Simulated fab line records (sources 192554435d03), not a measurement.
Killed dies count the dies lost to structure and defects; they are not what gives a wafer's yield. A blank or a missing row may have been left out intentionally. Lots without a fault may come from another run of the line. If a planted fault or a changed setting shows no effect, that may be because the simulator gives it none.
fab line records | flow n5-finfet
record: lots: 7 | wafers: 39
route steps=1938 shown SD_EPI_P@321 SD_ACTIVATION@330 MOL_CONTACT_COAG@581
start-h: start of the lot's first displayed wafer, in hours after the record's first day | wait-h: time in hours since the lot's previous step | " same as the row above | L1.1+2: a row that stands for several wafers | - no value, or no start was given | * or withheld: withheld | < > ~ a bound
route shown NAME@n: a module of which the file shows steps, and the number in the route of the first | usual: mean and standard deviation over wafers with no fault | same: alike in all rows | chamber/n: place in a boat | sites: the reading at each site | _std_site: standard deviation across them | _edge_site: outer sites' mean less inner sites' | radius-mm: for every site, how far away it sits from the centre of the wafer | mask NAME#n: copy n | behind: the tool/chamber that last shaped the wafer | hold: cause of the lot's hold/its duration in hours/its outcome | device: transistor that didn't switch, given as n, p or np | end of line: the tests these same wafers got at the end of their route | where a step has no rows: the recipe by itself | killed: dies lost to structure and defects at the first sort, not the wafer's yield | map: the dies of a wafer, with x for killed, . for not killed, _ for no die there
set.NAME: the setting as run; set.NAME@STEP: as run at that earlier step | model.NAME: the simulator's own value behind a step, which no gauge read
lots whose settings were changed on purpose; a table a step, a row a wafer
== steps ==
step: N5_SD_EPI_P_EPI_21
recipe: material: SiGe:B | dopant: B | temp-c: 550 | pressure-torr: 20 | ambient: H2 | time-s: 355
lot.wafer  | tool         | chamber | start-h | wait-h | set.temp-c | model.SiGe-B_of_SD_EPI_P_EPI_21.thk-nm
L075.1+4+5 | epi-rpcvd-01 | 0       | 61.42   | 0.2    | 550        | 60.6
L075.2     | "            | 0       | "       | "      | 552.4      | 62.4
L075.3     | "            | 0       | "       | "      | 552.4      | 63.4
L075.6     | "            | 0       | 63.82   | 2.4    | 552.4      | 63.6
L078.1     | epi-rpcvd-01 | 0       | 78.47   | 0.1    | 550        | 60.2
L078.2     | "            | 0       | "       | "      | 550        | 60.4
L078.3     | "            | 0       | "       | "      | 550        | 61.6
L078.4+6   | "            | 0       | "       | "      | 551.2      | 62.2
L078.5     | "            | 0       | "       | "      | 551.2      | 62.6
L080.1     | epi-rpcvd-04 | 0       | 90.20   | 0.1    | 550        | 61
L080.2+3   | "            | 0       | "       | "      | 550        | 60.8
L080.4+6   | "            | 0       | "       | "      | 550        | 60.6
L080.5     | "            | 0       | "       | "      | 550        | 61.6
L084.1+3+6 | epi-rpcvd-03 | 0       | 117.86  | 0.2    | 551.5      | 62.8
L084.2     | "            | 0       | "       | "      | 550        | 60.2
L084.4+5   | "            | 0       | "       | "      | 550        | 60.4
L085.1     | epi-rpcvd-03 | 0       | 128.39  | 0.2    | 550        | 60.8
L085.5     | "            | 0       | 130.31  | 2.0    | 550        | 60.2
L085.6     | "            | 0       | "       | "      | 550        | 60
L088.1+2   | epi-rpcvd-03 | 0       | 139.96  | 0.1    | 553.5      | 66.4
L088.3+6   | "            | 0       | "       | "      | 550        | 60.8
L088.4     | "            | 0       | "       | "      | 553.5      | 65.8
L088.5     | "            | 0       | "       | "      | 550        | 61.2
L095.1+6   | epi-rpcvd-01 | 0       | 181.57  | 0.1    | 550        | 60.2
L095.2     | "            | 0       | "       | "      | 552.9      | 64.6
L095.3     | "            | 0       | "       | "      | 552.9      | 64.2
L095.4     | "            | 0       | "       | "      | 550        | 60.4
L095.5     | "            | 0       | "       | "      | 552.9      | 63.8
step: N5_SD_EPI_P_EPI_MEAS_23
recipe: mode: xrd
usual: thk-nm: 60.9/1.2
lot.wafer | tool          | chamber | start-h | wait-h | set.temp-c@SD_EPI_P_EPI_21 | thk-nm
L075.1    | film-metro-01 | -       | 64.34   | 2.4    | 550                        | 61.1
L075.2    | "             | -       | "       | "      | 552.4                      | 62.9
L075.3    | "             | -       | "       | "      | 552.4                      | 64.1
L075.4    | "             | -       | "       | "      | 550                        | 61.2
L075.5    | "             | -       | "       | "      | 550                        | 62.0
L075.6    | "             | -       | "       | "      | 552.4                      | 63.8
L078.1    | film-metro-02 | -       | 80.67   | 1.8    | 550                        | 60.5
L078.2    | "             | -       | "       | "      | 550                        | 58.5
L078.3    | "             | -       | "       | "      | 550                        | 61.1
L078.4    | "             | -       | "       | "      | 551.2                      | 62.6
L078.5    | "             | -       | "       | "      | 551.2                      | 64.5
L078.6    | "             | -       | "       | "      | 551.2                      | 60.6
L080.1    | film-metro-01 | -       | 92.39   | 1.8    | 550                        | 61.2
L080.2    | "             | -       | "       | "      | 550                        | 61.9
L080.3    | "             | -       | "       | "      | 550                        | 59.5
L080.4    | "             | -       | "       | "      | 550                        | 60.3
L080.5    | "             | -       | "       | "      | 550                        | 59.4
L080.6    | "             | -       | "       | "      | 550                        | 60.9
L084.1    | film-metro-02 | -       | 120.08  | 1.9    | 551.5                      | 62.6
L084.2    | "             | -       | "       | "      | 550                        | 60.2
L084.3    | "             | -       | "       | "      | 551.5                      | 64.0
L084.4    | "             | -       | "       | "      | 550                        | 58.9
L084.5    | "             | -       | "       | "      | 550                        | 62.7
L084.6    | "             | -       | "       | "      | 551.5                      | 63.7
L085.1    | film-metro-01 | -       | 131.30  | 2.4    | 550                        | 61.4
L085.5    | "             | -       | "       | "      | 550                        | 59.8
L085.6    | "             | -       | "       | "      | 550                        | 60.1
L088.1    | film-metro-02 | -       | 142.15  | 1.8    | 553.5                      | 67.7
L088.2    | "             | -       | "       | "      | 553.5                      | 65.7
L088.3    | "             | -       | "       | "      | 550                        | 59.2
L088.4    | "             | -       | "       | "      | 553.5                      | 66.6
L088.5    | "             | -       | "       | "      | 550                        | 62.0
L088.6    | "             | -       | "       | "      | 550                        | 60.7
L095.1    | film-metro-02 | -       | 183.77  | 1.8    | 550                        | 60.1
L095.2    | "             | -       | "       | "      | 552.9                      | 65.3
L095.3    | "             | -       | "       | "      | 552.9                      | 65.9
L095.4    | "             | -       | "       | "      | 550                        | 59.4
L095.5    | "             | -       | "       | "      | 552.9                      | 63.6
L095.6    | "             | -       | "       | "      | 550                        | 57.7
step: N5_SD_EPI_P_HM_STRIP_48
recipe: chemistry: H3PO4 | temp-c: 160 | material: SiNx | target: SiNx | target-depth-a: 30 | overetch-fraction: 0.3
lot.wafer | tool         | chamber | start-h | wait-h | set.temp-c@SD_EPI_P_EPI_21 | model.SiGe-B_of_SD_EPI_P_EPI_21.thk-nm
L075.1    | wet-bench-02 | 2       | 64.38   | 0.0    | 550                        | 60.4
L075.2    | "            | 1       | "       | "      | 552.4                      | 62.2
L075.3    | "            | 0       | "       | "      | 552.4                      | 63
L075.4+5  | "            | 6,7     | "       | "      | 550                        | 60.2
L075.6    | "            | 3       | "       | "      | 552.4                      | 63.2
L078.1    | wet-bench-03 | 6       | 80.71   | 0.0    | 550                        | 59.8
L078.2    | "            | 1       | "       | "      | 550                        | 60.2
L078.3    | "            | 7       | "       | "      | 550                        | 61.2
L078.4+6  | "            | 0,3     | "       | "      | 551.2                      | 62
L078.5    | "            | 2       | "       | "      | 551.2                      | 62.2
L080.1    | wet-bench-02 | 1       | 92.43   | 0.0    | 550                        | 60.8
L080.2    | "            | 0       | "       | "      | 550                        | 60.6
L080.3+6  | "            | 5,2     | "       | "      | 550                        | 60.4
L080.4    | "            | 3       | "       | "      | 550                        | 60.2
L080.5    | "            | 4       | "       | "      | 550                        | 61.4
L084.1    | wet-bench-03 | 3       | 120.11  | 0.0    | 551.5                      | 62.6
L084.2+4  | "            | 2,0     | "       | "      | 550                        | 60
L084.3+6  | "            | 1,4     | "       | "      | 551.5                      | 62.4
L084.5    | "            | 5       | "       | "      | 550                        | 60.2
L085.1    | wet-bench-03 | 2       | 131.34  | 0.0    | 550                        | 60.4
L085.5    | "            | 5       | "       | "      | 550                        | 60
L085.6    | "            | 3       | "       | "      | 550                        | 59.8
L088.1+2  | wet-bench-03 | 1,0     | 142.19  | 0.0    | 553.5                      | 66.2
L088.3    | "            | 7       | "       | "      | 550                        | 60.4
L088.4    | "            | 6       | "       | "      | 553.5                      | 65.6
L088.5    | "            | 3       | "       | "      | 550                        | 61
L088.6    | "            | 2       | "       | "      | 550                        | 60.6
L095.1+6  | wet-bench-02 | 3,0     | 183.81  | 0.0    | 550                        | 59.8
L095.2    | "            | 2       | "       | "      | 552.9                      | 64.4
L095.3    | "            | 1       | "       | "      | 552.9                      | 63.8
L095.4    | "            | 6       | "       | "      | 550                        | 60
L095.5    | "            | 7       | "       | "      | 552.9                      | 63.4
step: N5_SD_EPI_P_SRD_49
recipe: dry: ipa-marangoni | time-s: 30 | temp-c: 23 | rinse-liquid: diw
step: N5_SD_EPI_P_PRECLEAN_24
recipe: chemistry: O3/DIW | time-s: 45 | temp-c: 22 | o3-ppm: 10
step: N5_SD_ACTIVATION_RTA_00
recipe: temp-c: 975 | time-s: 0 | ambient: N2 | idle-temp-c: 600 | ramp-up-c-per-s: 150 | ramp-down-c-per-s: 60 | cool-to-c: 600
step: N5_SD_ACTIVATION_LSA_01
recipe: temp-c: 1080 | time-s: 0.0008 | ambient: N2
step: N5_SD_ACTIVATION_RS_MEAS_03
recipe: thk-meas-gauge: four-point-probe
usual: RS_SD_N: 21.79/0.28 | RS_SD_P: 56.0/1.1
lot.wafer | tool          | chamber | start-h | wait-h | set.temp-c@SD_EPI_P_EPI_21 | RS_SD_N[ohm/sq] | RS_SD_P[ohm/sq]
L075.1    | film-metro-02 | -       | 64.95   | 0.2    | 550                        | 21.63           | 56.0
L075.2    | "             | -       | "       | "      | 552.4                      | 21.91           | 53.8
L075.3    | "             | -       | "       | "      | 552.4                      | 21.62           | 53.5
L075.4    | "             | -       | "       | "      | 550                        | 21.45           | 56.5
L075.5    | "             | -       | "       | "      | 550                        | 21.32           | 55.2
L075.6    | "             | -       | "       | "      | 552.4                      | 21.62           | 53.2
L078.1    | film-metro-02 | -       | 81.27   | 0.2    | 550                        | 21.72           | 56.5
L078.2    | "             | -       | "       | "      | 550                        | 21.60           | 56.1
L078.3    | "             | -       | "       | "      | 550                        | 22.15           | 55.3
L078.4    | "             | -       | "       | "      | 551.2                      | 21.82           | 53.8
L078.5    | "             | -       | "       | "      | 551.2                      | 21.68           | 54.2
L078.6    | "             | -       | "       | "      | 551.2                      | 21.69           | 54.2
L080.1    | film-metro-01 | -       | 93.00   | 0.2    | 550                        | 21.77           | 57.4
L080.2    | "             | -       | "       | "      | 550                        | 21.83           | 57.2
L080.3    | "             | -       | "       | "      | 550                        | 21.91           | 57.5
L080.4    | "             | -       | "       | "      | 550                        | 21.79           | 57.7
L080.5    | "             | -       | "       | "      | 550                        | 21.69           | 56.5
L080.6    | "             | -       | "       | "      | 550                        | 21.92           | 57.3
L084.1    | film-metro-01 | -       | 120.71  | 0.2    | 551.5                      | 21.92           | 54.0
L084.2    | "             | -       | "       | "      | 550                        | 21.28           | 56.9
L084.3    | "             | -       | "       | "      | 551.5                      | 21.65           | 54.4
L084.4    | "             | -       | "       | "      | 550                        | 21.66           | 57.2
L084.5    | "             | -       | "       | "      | 550                        | 21.81           | 56.8
L084.6    | "             | -       | "       | "      | 551.5                      | 21.74           | 54.8
L085.1    | film-metro-02 | -       | 131.94  | 0.2    | 550                        | 21.91           | 58.0
L085.5    | "             | -       | "       | "      | 550                        | 22.18           | 58.7
L085.6    | "             | -       | "       | "      | 550                        | 22.01           | 58.3
L088.1    | film-metro-02 | -       | 142.76  | 0.2    | 553.5                      | 21.62           | 50.9
L088.2    | "             | -       | "       | "      | 553.5                      | 21.74           | 50.9
L088.3    | "             | -       | "       | "      | 550                        | 21.93           | 56.3
L088.4    | "             | -       | "       | "      | 553.5                      | 21.93           | 51.2
L088.5    | "             | -       | "       | "      | 550                        | 21.90           | 55.7
L088.6    | "             | -       | "       | "      | 550                        | 22.00           | 55.8
L095.1    | film-metro-02 | -       | 184.38  | 0.2    | 550                        | 21.77           | 57.0
L095.2    | "             | -       | "       | "      | 552.9                      | 21.37           | 53.0
L095.3    | "             | -       | "       | "      | 552.9                      | 21.65           | 53.3
L095.4    | "             | -       | "       | "      | 550                        | 21.70           | 57.2
L095.5    | "             | -       | "       | "      | 552.9                      | 21.31           | 53.7
L095.6    | "             | -       | "       | "      | 550                        | 21.51           | 57.3
step: N5_MOL_CONTACT_COAG_ETCH_91
recipe: chemistry: N2/H2 | target: SOC | target-depth-a: 600 | overetch-a: 210 | mask-material: SiARC | temp-c: 40 | time-s: 101.2 | ion-energy-ev: 200 | pressure-mtorr: 30 | source-w: 840 | bias-w: 150 | n2-flow-sccm: 200 | h2-flow-sccm: 200
lot.wafer        | tool        | chamber     | start-h | wait-h | set.time-s | model.SiARC_of_MOL_CONTACT_COAG_COAT_76.thk-nm
L075.1+3+4+5+6   | rie-diel-02 | 1,3,2,1,2   | 108.98  | 0.0    | 101.2      | 5.8
L075.2           | "           | 0           | "       | "      | 101.2      | 5.6
L078.1+4         | rie-diel-04 | 1,0         | 123.65  | 0.0    | 101.2      | 5.8
L078.2           | "           | 2           | "       | "      | 101.2      | 5.6
L078.3+5         | "           | 3,0         | "       | "      | 122.8      | 4.8
L078.6           | "           | 1           | "       | "      | 122.8      | 5
L080.1+4+6       | rie-diel-04 | 2,3,3       | 134.19  | 0.0    | 119.9      | 5
L080.2+3+5       | "           | 0,1,0       | "       | "      | 101.2      | 5.8
L084.1+2+3+4+5+6 | rie-diel-05 | 2,0,1,3,0,1 | 160.55  | 0.0    | 101.2      | 5.8
L085.1+5+6       | rie-diel-05 | 0,1,0       | 173.92  | 0.0    | 101.2      | 5.8
L088.1+2+3+4+5+6 | rie-diel-05 | 0,2,1,3,0,1 | 183.08  | 0.0    | 101.2      | 5.8
L095.1+5         | rie-diel-05 | 0,2         | 222.87  | 0.0    | 101.2      | 5.8
L095.2+3         | "           | 3,1         | "       | "      | 108.6      | 5.6
L095.4           | "           | 2           | "       | "      | 108.6      | 5.4
L095.6           | "           | 3           | "       | "      | 101.2      | 6
== key ==
split: step: N5_SD_EPI_P_EPI_21 | setting: temp-c | stated: 550 | by: wafer
response: step: N5_SD_EPI_P_EPI_21 | reading: model.SiGe-B_of_SD_EPI_P_EPI_21.thk-nm | change: +7.59 | per: 1% | r: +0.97
response: step: N5_SD_EPI_P_EPI_MEAS_23 | reading: thk-nm | change: * | per: 1% | r: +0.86
response: step: N5_SD_EPI_P_HM_STRIP_48 | reading: model.SiGe-B_of_SD_EPI_P_EPI_21.thk-nm | change: +7.66 | per: 1% | r: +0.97
response: step: N5_SD_ACTIVATION_RS_MEAS_03 | reading: RS_SD_P | change: -7.36 | per: 1% | r: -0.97
split: step: N5_MOL_CONTACT_COAG_ETCH_91 | setting: time-s | stated: 101.2 | by: wafer
response: step: N5_MOL_CONTACT_COAG_ETCH_91 | reading: model.SiARC_of_MOL_CONTACT_COAG_COAT_76.thk-nm | change: -0.042 | per: 1% | r: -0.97
